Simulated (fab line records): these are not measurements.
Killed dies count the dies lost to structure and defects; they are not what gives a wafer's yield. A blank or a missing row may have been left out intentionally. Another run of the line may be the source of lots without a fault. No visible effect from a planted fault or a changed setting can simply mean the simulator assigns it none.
Chamber matching + flow nandHarc + 4 sister chambers for NHARC_A_STAIRCASE_ETCH_253 on rieDiel-01
The step etches the open film in C4F8/O2, target depth 50 nm, time 20.2 s. 4 wafers are shown with their chamber, then 12 later ones without.

== WAFERS, EACH WITH ITS CHAMBER ==
| wafer  | chamber | rfVppV (V) |
|--------|---------|------------|
| L089.1 | 0       | 895        |
| L092.1 | 1       | 892        |
| L092.3 | 2       | 891        |
| L092.5 | 3       | 895        |

== WAFERS MISSING THEIR CHAMBER ==
| wafer  | rfVppV (V) |
|--------|------------|
| L092.2 | 896        |
| L092.4 | 895        |
| L092.6 | 890        |
| L094.1 | 896        |
| L094.2 | 888        |
| L094.3 | 896        |
| L093.4 | 890        |
| L093.5 | 891        |
| L093.6 | 895        |
| L095.1 | 896        |
| L095.4 | 890        |
| L095.6 | 894        |

== THE CHAMBER EACH PASSED THROUGH ==
| wafer  | from the rows above               | in truth |
|--------|-----------------------------------|----------|
| L092.2 | can't be placed: 0 or 3           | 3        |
| L092.4 | can't be placed: 0 or 3           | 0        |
| L092.6 | can't be placed: 2 or 1           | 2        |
| L094.1 | can't be placed: 0 or 3           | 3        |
| L094.2 | can't be placed: 2 or 1           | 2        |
| L094.3 | can't be placed: 0 or 3           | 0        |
| L093.4 | can't be placed: 2 or 1           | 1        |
| L093.5 | can't be placed: 2 or 1           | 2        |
| L093.6 | can't be placed: 0 or 3           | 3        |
| L095.1 | can't be placed: 0 or 3           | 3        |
| L095.4 | can't be placed: 2 or 1           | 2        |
| L095.6 | can't be placed: 0 or 3 or 1 or 2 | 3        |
Correct placement for 0 of the 12. Unplaceable from these rows: 12, with the true chamber sitting among the candidates in 12. Placed wrongly: 0.
How it was worked out, from the rows above alone: a wafer's distance from a chamber is the root of the sum, over the readings, of the square of ((its reading less the chamber's mean) divided by the reading's scatter). If the next closest chamber is less than 2 further off than the closest, the wafer can't be placed; otherwise it belongs to the closest. The mean given for a chamber averages the wafers shown for that chamber. The scatter: root of mean squared gap, hidden wafer to nearest shown wafer, with one shown wafer a chamber.
